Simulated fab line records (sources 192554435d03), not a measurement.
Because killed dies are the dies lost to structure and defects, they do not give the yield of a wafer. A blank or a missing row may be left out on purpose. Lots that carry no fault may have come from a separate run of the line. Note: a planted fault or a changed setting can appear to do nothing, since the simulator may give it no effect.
Which tool was responsible? || flow n5_finfet || 26 wafers from 9 lots sampled at 5 of the route's 1938 steps

WHAT THE GAUGES SHOWED, per wafer
N5_BEOL_M3_CD_MEAS_28: target cd 25.7 nm, target cd y 23.3 nm. Usual: 25.60 nm for cd_nm, sd 0.24.
{"lot": "L788", "measured": "day 6 23:51", "on": "cd_sem-02", "cd_nm (nm)": "25.59 25.55 25.62", "flag": ""}
{"lot": "L790", "measured": "day 7 12:34", "on": "cd_sem-01", "cd_nm (nm)": "25.64 25.98 26.14", "flag": ""}
{"lot": "L792", "measured": "day 8 02:17", "on": "cd_sem-01", "cd_nm (nm)": "25.57 25.96 25.60", "flag": ""}
{"lot": "L794", "measured": "day 8 19:26", "on": "cd_sem-01", "cd_nm (nm)": "25.67 25.84 25.56", "flag": ""}
{"lot": "L798", "measured": "day 10 01:35", "on": "cd_sem-03", "cd_nm (nm)": "25.66 25.47", "flag": ""}
{"lot": "L804", "measured": "day 11 05:57", "on": "cd_sem-03", "cd_nm (nm)": "25.37 25.21 25.23", "flag": ""}
{"lot": "L808", "measured": "day 12 17:35", "on": "cd_sem-01", "cd_nm (nm)": "25.69 25.67 25.48", "flag": ""}
{"lot": "L810", "measured": "day 13 00:12", "on": "cd_sem-03", "cd_nm (nm)": "25.85 25.66 25.93", "flag": ""}
{"lot": "L811", "measured": "day 14 09:02", "on": "cd_sem-03", "cd_nm (nm)": "25.62 25.83 25.65", "flag": ""}

N5_BEOL_M3_OVL_MEAS_29. Usual: V2_OVL typically reads -0.7 nm, with standard deviation 0.69.
{"lot": "L788", "measured": "day 6 23:53", "on": "overlay-02", "V2_OVL (nm)": "0.0 -0.2 -0.6", "flag": ""}
{"lot": "L790", "measured": "day 7 12:35", "on": "overlay-01", "V2_OVL (nm)": "-0.6 0.3 0.2", "flag": ""}
{"lot": "L792", "measured": "day 8 02:19", "on": "overlay-02", "V2_OVL (nm)": "-0.7 -0.2 -0.4", "flag": ""}
{"lot": "L794", "measured": "day 8 19:28", "on": "overlay-01", "V2_OVL (nm)": "-1.3 -1.6 -1.2", "flag": ""}
{"lot": "L798", "measured": "day 10 01:37", "on": "overlay-01", "V2_OVL (nm)": "-1.0 -1.2", "flag": ""}
{"lot": "L804", "measured": "day 11 05:59", "on": "overlay-02", "V2_OVL (nm)": "0.6 -0.4 0.2", "flag": ""}
{"lot": "L808", "measured": "day 12 17:38", "on": "overlay-02", "V2_OVL (nm)": "-1.0 -1.8 -0.7", "flag": ""}
{"lot": "L810", "measured": "day 13 00:14", "on": "overlay-02", "V2_OVL (nm)": "-0.9 -1.0 -0.3", "flag": ""}
{"lot": "L811", "measured": "day 14 09:04", "on": "overlay-01", "V2_OVL (nm)": "-0.3 0.2 0.2", "flag": ""}

N5_BEOL_M4_RC_MEAS_101. Usual: DIBL_N 36.5 mV/V, standard deviation 1.9; DIBL_P 36.7 mV/V, standard deviation 2.1; IOFF_N 0.17 nA/um, standard deviation 0.035; IOFF_P 0.22 nA/um, standard deviation 0.042; ION_N 676 uA/um, standard deviation 10; ION_P 462 uA/um, standard deviation 8.1; SS_N 71.5 mV/dec, standard deviation 0.72; SS_P 73.4 mV/dec, standard deviation 0.7; VT_N 249 mV, standard deviation 3.1; VT_P -250 mV, standard deviation 3.9.
{"lot": "L788", "measured": "day 7 19:36", "on": "prober-01", "DIBL_N (mV/V)": "34.5 34.9 33.1", "DIBL_P (mV/V)": "32.9 34.7 31.6", "IOFF_N (nA/um)": "0.12 0.14 0.10", "IOFF_P (nA/um)": "0.18 0.21 0.16", "ION_N (uA/um)": "675 687 660", "ION_P (uA/um)": "460 476 457", "SS_N (mV/dec)": "70.9 71.1 70.9", "SS_P (mV/dec)": "72.8 73.2 72.6", "VT_N (mV)": "253 248 257", "VT_P (mV)": "-251 -250 -252", "flag": ""}
{"lot": "L790", "measured": "day 8 13:00", "on": "prober-01", "DIBL_N (mV/V)": "35.3 35.1 35.1", "DIBL_P (mV/V)": "36.5 36.3 36.6", "IOFF_N (nA/um)": "0.14 0.14 0.15", "IOFF_P (nA/um)": "0.18 0.17 0.18", "ION_N (uA/um)": "674 673 679", "ION_P (uA/um)": "456 456 458", "SS_N (mV/dec)": "71.3 72.2 71.7", "SS_P (mV/dec)": "74.1 72.9 73.7", "VT_N (mV)": "251 249 249", "VT_P (mV)": "-257 -256 -257", "flag": ""}
{"lot": "L792", "measured": "day 9 01:49", "on": "prober-02", "DIBL_N (mV/V)": "38.4 35.4 36.1", "DIBL_P (mV/V)": "38.6 36.4 35.7", "IOFF_N (nA/um)": "0.18 0.14 0.14", "IOFF_P (nA/um)": "0.23 0.21 0.20", "ION_N (uA/um)": "680 681 662", "ION_P (uA/um)": "461 466 459", "SS_N (mV/dec)": "72.2 71.0 72.2", "SS_P (mV/dec)": "74.0 73.9 73.5", "VT_N (mV)": "251 251 252", "VT_P (mV)": "-250 -249 -251", "flag": ""}
{"lot": "L794", "measured": "day 10 04:58", "on": "prober-01", "DIBL_N (mV/V)": "36.9 40.6 38.2", "DIBL_P (mV/V)": "36.0 39.9 36.8", "IOFF_N (nA/um)": "0.17 0.23 0.19", "IOFF_P (nA/um)": "0.23 0.30 0.25", "ION_N (uA/um)": "683 687 678", "ION_P (uA/um)": "469 467 463", "SS_N (mV/dec)": "70.4 72.6 71.1", "SS_P (mV/dec)": "73.1 74.6 74.0", "VT_N (mV)": "246 245 246", "VT_P (mV)": "-247 -242 -246", "flag": ""}
{"lot": "L798", "measured": "day 11 12:39", "on": "prober-02", "DIBL_N (mV/V)": "38.4 37.8", "DIBL_P (mV/V)": "38.8 37.0", "IOFF_N (nA/um)": "0.21 0.19", "IOFF_P (nA/um)": "0.24 0.21", "ION_N (uA/um)": "694 676", "ION_P (uA/um)": "467 456", "SS_N (mV/dec)": "71.6 72.2", "SS_P (mV/dec)": "74.4 74.3", "VT_N (mV)": "242 245", "VT_P (mV)": "-249 -253", "flag": ""}
{"lot": "L804", "measured": "day 12 05:14", "on": "prober-01", "DIBL_N (mV/V)": "36.0 37.1 35.8", "DIBL_P (mV/V)": "34.8 35.7 34.6", "IOFF_N (nA/um)": "0.15 0.16 0.14", "IOFF_P (nA/um)": "0.18 0.19 0.18", "ION_N (uA/um)": "666 668 657", "ION_P (uA/um)": "454 456 446", "SS_N (mV/dec)": "72.0 72.6 71.6", "SS_P (mV/dec)": "72.8 72.5 72.5", "VT_N (mV)": "254 249 253", "VT_P (mV)": "-252 -254 -252", "flag": ""}
{"lot": "L808", "measured": "day 14 08:50", "on": "prober-01", "DIBL_N (mV/V)": "34.6 37.0 34.2", "DIBL_P (mV/V)": "35.7 39.9 35.9", "IOFF_N (nA/um)": "0.15 0.18 0.14", "IOFF_P (nA/um)": "0.19 0.25 0.18", "ION_N (uA/um)": "670 675 670", "ION_P (uA/um)": "457 459 455", "SS_N (mV/dec)": "71.2 71.9 71.0", "SS_P (mV/dec)": "73.1 74.6 73.3", "VT_N (mV)": "249 247 249", "VT_P (mV)": "-254 -252 -256", "flag": ""}
{"lot": "L810", "measured": "day 14 12:44", "on": "prober-02", "DIBL_N (mV/V)": "36.1 35.7 38.8", "DIBL_P (mV/V)": "34.6 35.6 38.9", "IOFF_N (nA/um)": "0.13 0.14 0.19", "IOFF_P (nA/um)": "0.18 0.19 0.25", "ION_N (uA/um)": "657 662 676", "ION_P (uA/um)": "454 455 463", "SS_N (mV/dec)": "71.0 71.3 71.8", "SS_P (mV/dec)": "72.7 73.0 73.1", "VT_N (mV)": "252 252 246", "VT_P (mV)": "-253 -253 -247", "flag": ""}
{"lot": "L811", "measured": "day 15 12:26", "on": "prober-01", "DIBL_N (mV/V)": "35.8 37.7 35.5", "DIBL_P (mV/V)": "36.4 38.7 36.3", "IOFF_N (nA/um)": "0.18 0.19 0.16", "IOFF_P (nA/um)": "0.24 0.26 0.23", "ION_N (uA/um)": "683 674 682", "ION_P (uA/um)": "470 460 472", "SS_N (mV/dec)": "71.4 72.8 71.3", "SS_P (mV/dec)": "73.4 73.5 73.2", "VT_N (mV)": "247 246 249", "VT_P (mV)": "-247 -248 -247", "flag": ""}

EACH LOT AND THE TOOL THAT RAN IT (in order: tool; ch and the chambers of the sampled wafers; start)
{"lot": "L788", "N5_BEOL_M3_ETCH_77": "rie_diel-04 ch 0,3, day 7 00:01", "N5_BEOL_M3_ETCH_70": "rie_diel-04 ch 1,2,3, day 7 02:12"}
{"lot": "L790", "N5_BEOL_M3_ETCH_77": "rie_diel-03 ch 1,2, day 7 12:44", "N5_BEOL_M3_ETCH_70": "rie_diel-03 ch 0,2, day 7 20:29"}
{"lot": "L792", "N5_BEOL_M3_ETCH_77": "rie_diel-03 ch 1,2, day 8 02:26", "N5_BEOL_M3_ETCH_70": "rie_diel-03 ch 0,1,2, day 8 03:12"}
{"lot": "L794", "N5_BEOL_M3_ETCH_77": "rie_diel-03 ch 1,3, day 8 21:13", "N5_BEOL_M3_ETCH_70": "rie_diel-04 ch 0,1, day 9 13:10"}
{"lot": "L798", "N5_BEOL_M3_ETCH_77": "rie_diel-03 ch 1,3, day 10 01:44", "N5_BEOL_M3_ETCH_70": "rie_diel-03 ch 1, day 10 04:34"}
{"lot": "L804", "N5_BEOL_M3_ETCH_77": "rie_diel-05 ch 1,3, day 11 06:06", "N5_BEOL_M3_ETCH_70": "rie_diel-05 ch 2,3, day 11 10:33"}
{"lot": "L808", "N5_BEOL_M3_ETCH_77": "rie_diel-05 ch 2,3, day 12 17:45", "N5_BEOL_M3_ETCH_70": "rie_diel-05 ch 0,1,3, day 12 22:22"}
{"lot": "L810", "N5_BEOL_M3_ETCH_77": "rie_diel-03 ch 1,2, day 13 00:22", "N5_BEOL_M3_ETCH_70": "rie_diel-03 ch 1,3, day 13 06:25"}
{"lot": "L811", "N5_BEOL_M3_ETCH_77": "rie_diel-03 ch 2,3, day 14 09:12", "N5_BEOL_M3_ETCH_70": "rie_diel-03 ch 2,3, day 14 16:59"}
- N5_BEOL_M3_ETCH_77: etches underlayer in N2/H2, target depth 6.5 nm, time 5.2 s.
- N5_BEOL_M3_ETCH_70: etches SOC in N2/H2, target depth 80 nm, overetch 16 nm, time 120 s.

WHAT THE TOOLS THEMSELVES READ (means of the sampled wafers that have a number; where no wafer has one, the mark that the record gives instead)
N5_BEOL_M3_ETCH_77. Usual: bias_w 150.0 W, standard deviation 0.46; chamber_pressure_mTorr 30.00 mTorr, standard deviation 0.042; drypump_motor_current_A 5.6 A, standard deviation 0.54; etch_rf_on_time_s 5.19 s, standard deviation 0.099; oes_product_au 0.67 a.u., standard deviation 0.074; rf_vpp_V 524.3 V, standard deviation 2.8; showerhead_plenum_p_Torr 2.55 Torr, standard deviation 0.089; throttle_valve_pct 17.91 %, standard deviation 0.22.
{"lot": "L788", "tool": "rie_diel-04", "bias_w (W)": 150.5, "chamber_pressure_mTorr (mTorr)": 29.97, "drypump_motor_current_A (A)": 5.2, "etch_rf_on_time_s (s)": 5.21, "oes_product_au (a.u.)": 0.64, "rf_vpp_V (V)": 524.6, "showerhead_plenum_p_Torr (Torr)": 2.58, "throttle_valve_pct (%)": 17.73, "flag": ""}
{"lot": "L790", "tool": "rie_diel-03", "bias_w (W)": 150.3, "chamber_pressure_mTorr (mTorr)": 30.02, "drypump_motor_current_A (A)": 6.2, "etch_rf_on_time_s (s)": 5.21, "oes_product_au (a.u.)": 0.61, "rf_vpp_V (V)": 524.6, "showerhead_plenum_p_Torr (Torr)": 2.59, "throttle_valve_pct (%)": 17.95, "flag": ""}
{"lot": "L792", "tool": "rie_diel-03", "bias_w (W)": 149.6, "chamber_pressure_mTorr (mTorr)": 30.01, "drypump_motor_current_A (A)": 6.1, "etch_rf_on_time_s (s)": 5.21, "oes_product_au (a.u.)": 0.61, "rf_vpp_V (V)": 525.4, "showerhead_plenum_p_Torr (Torr)": 2.56, "throttle_valve_pct (%)": 17.99, "flag": ""}
{"lot": "L794", "tool": "rie_diel-03", "bias_w (W)": 150.1, "chamber_pressure_mTorr (mTorr)": 29.96, "drypump_motor_current_A (A)": 6.2, "etch_rf_on_time_s (s)": 5.20, "oes_product_au (a.u.)": 0.76, "rf_vpp_V (V)": 522.8, "showerhead_plenum_p_Torr (Torr)": 2.50, "throttle_valve_pct (%)": 17.90, "flag": ""}
{"lot": "L798", "tool": "rie_diel-03", "bias_w (W)": 150.0, "chamber_pressure_mTorr (mTorr)": 29.96, "drypump_motor_current_A (A)": 6.2, "etch_rf_on_time_s (s)": 5.19, "oes_product_au (a.u.)": 0.70, "rf_vpp_V (V)": 522.1, "showerhead_plenum_p_Torr (Torr)": 2.50, "throttle_valve_pct (%)": 17.96, "flag": ""}
{"lot": "L804", "tool": "rie_diel-05", "bias_w (W)": 149.8, "chamber_pressure_mTorr (mTorr)": 30.02, "drypump_motor_current_A (A)": 5.9, "etch_rf_on_time_s (s)": 5.19, "oes_product_au (a.u.)": 0.72, "rf_vpp_V (V)": 524.5, "showerhead_plenum_p_Torr (Torr)": 2.53, "throttle_valve_pct (%)": 17.62, "flag": ""}
{"lot": "L808", "tool": "rie_diel-05", "bias_w (W)": 149.8, "chamber_pressure_mTorr (mTorr)": 30.04, "drypump_motor_current_A (A)": 5.4, "etch_rf_on_time_s (s)": 5.10, "oes_product_au (a.u.)": 0.75, "rf_vpp_V (V)": 525.7, "showerhead_plenum_p_Torr (Torr)": 2.61, "throttle_valve_pct (%)": 17.77, "flag": ""}
{"lot": "L810", "tool": "rie_diel-03", "bias_w (W)": 149.8, "chamber_pressure_mTorr (mTorr)": 29.98, "drypump_motor_current_A (A)": 6.1, "etch_rf_on_time_s (s)": 5.17, "oes_product_au (a.u.)": 0.65, "rf_vpp_V (V)": 524.5, "showerhead_plenum_p_Torr (Torr)": 2.54, "throttle_valve_pct (%)": 17.89, "flag": ""}
{"lot": "L811", "tool": "rie_diel-03", "bias_w (W)": 150.0, "chamber_pressure_mTorr (mTorr)": 29.97, "drypump_motor_current_A (A)": 6.3, "etch_rf_on_time_s (s)": 5.08, "oes_product_au (a.u.)": 0.76, "rf_vpp_V (V)": 523.4, "showerhead_plenum_p_Torr (Torr)": 2.50, "throttle_valve_pct (%)": 17.74, "flag": ""}

N5_BEOL_M3_ETCH_70. Usual: bias_w 150.0 W, standard deviation 0.43; chamber_pressure_mTorr 30.001 mTorr, standard deviation 0.029; drypump_motor_current_A 5.6 A, standard deviation 0.53; oes_product_au 0.59 a.u., standard deviation 0.055; rf_vpp_V 524.1 V, standard deviation 2.6; run_length_s 143.6 s, standard deviation 0.42; showerhead_plenum_p_Torr 2.55 Torr, standard deviation 0.092; throttle_valve_pct 17.87 %, standard deviation 0.22.
{"lot": "L788", "tool": "rie_diel-04", "bias_w (W)": 150.2, "chamber_pressure_mTorr (mTorr)": 29.980, "drypump_motor_current_A (A)": 5.0, "oes_product_au (a.u.)": 0.57, "rf_vpp_V (V)": 524.6, "run_length_s (s)": 143.6, "showerhead_plenum_p_Torr (Torr)": 2.56, "throttle_valve_pct (%)": 17.95, "flag": ""}
{"lot": "L790", "tool": "rie_diel-03", "bias_w (W)": 149.9, "chamber_pressure_mTorr (mTorr)": 30.047, "drypump_motor_current_A (A)": 5.7, "oes_product_au (a.u.)": 0.55, "rf_vpp_V (V)": 523.6, "run_length_s (s)": 143.5, "showerhead_plenum_p_Torr (Torr)": 2.55, "throttle_valve_pct (%)": 17.94, "flag": ""}
{"lot": "L792", "tool": "rie_diel-03", "bias_w (W)": 149.7, "chamber_pressure_mTorr (mTorr)": 29.996, "drypump_motor_current_A (A)": 5.7, "oes_product_au (a.u.)": 0.56, "rf_vpp_V (V)": 522.9, "run_length_s (s)": 143.8, "showerhead_plenum_p_Torr (Torr)": 2.53, "throttle_valve_pct (%)": 17.98, "flag": ""}
{"lot": "L794", "tool": "rie_diel-04", "bias_w (W)": 149.8, "chamber_pressure_mTorr (mTorr)": 30.021, "drypump_motor_current_A (A)": 5.2, "oes_product_au (a.u.)": 0.57, "rf_vpp_V (V)": 524.9, "run_length_s (s)": 143.7, "showerhead_plenum_p_Torr (Torr)": 2.58, "throttle_valve_pct (%)": 17.81, "flag": ""}
{"lot": "L798", "tool": "rie_diel-03", "bias_w (W)": 149.4, "chamber_pressure_mTorr (mTorr)": 29.995, "drypump_motor_current_A (A)": 6.0, "oes_product_au (a.u.)": 0.61, "rf_vpp_V (V)": 523.6, "run_length_s (s)": 133.1, "showerhead_plenum_p_Torr (Torr)": 2.53, "throttle_valve_pct (%)": 18.04, "flag": "OFF"}
{"lot": "L804", "tool": "rie_diel-05", "bias_w (W)": 150.2, "chamber_pressure_mTorr (mTorr)": 29.962, "drypump_motor_current_A (A)": 5.7, "oes_product_au (a.u.)": 0.66, "rf_vpp_V (V)": 524.3, "run_length_s (s)": 143.3, "showerhead_plenum_p_Torr (Torr)": 2.54, "throttle_valve_pct (%)": 17.58, "flag": ""}
{"lot": "L808", "tool": "rie_diel-05", "bias_w (W)": 150.1, "chamber_pressure_mTorr (mTorr)": 30.018, "drypump_motor_current_A (A)": 5.8, "oes_product_au (a.u.)": 0.62, "rf_vpp_V (V)": 525.8, "run_length_s (s)": 143.4, "showerhead_plenum_p_Torr (Torr)": 2.60, "throttle_valve_pct (%)": 17.70, "flag": ""}
{"lot": "L810", "tool": "rie_diel-03", "bias_w (W)": 150.3, "chamber_pressure_mTorr (mTorr)": 29.981, "drypump_motor_current_A (A)": 6.2, "oes_product_au (a.u.)": 0.63, "rf_vpp_V (V)": 522.6, "run_length_s (s)": 143.8, "showerhead_plenum_p_Torr (Torr)": 2.49, "throttle_valve_pct (%)": 17.92, "flag": ""}
{"lot": "L811", "tool": "rie_diel-03", "bias_w (W)": 150.2, "chamber_pressure_mTorr (mTorr)": 30.014, "drypump_motor_current_A (A)": 6.3, "oes_product_au (a.u.)": 0.66, "rf_vpp_V (V)": 524.1, "run_length_s (s)": 143.7, "showerhead_plenum_p_Torr (Torr)": 2.50, "throttle_valve_pct (%)": 17.71, "flag": ""}

THE ANSWER, worked out from the rows above alone
Rule: a lot counts as off when the mean over its wafers that have a number is more than 3 standard deviations away from the usual mean. A lot without any number at a reading at which 4 lots or more have one is off too. Any other lot the step has rows for is counted as sound. Order of review: gauges by route order, followed by the tools' own readings, for which a lot's mean as printed above is used. The first step at which some lot is off is used, and at that step the reading that is off furthest; a lot without a number counts as furthest.
Off, at N5_BEOL_M3_ETCH_70 on run_length_s: L798.
A tool fits if, at that step or a process step before it, it ran every lot that is off, and no sound lot after the first of them. Of those tried, none fits.

WHAT WAS PUT IN BY THE SIMULATOR
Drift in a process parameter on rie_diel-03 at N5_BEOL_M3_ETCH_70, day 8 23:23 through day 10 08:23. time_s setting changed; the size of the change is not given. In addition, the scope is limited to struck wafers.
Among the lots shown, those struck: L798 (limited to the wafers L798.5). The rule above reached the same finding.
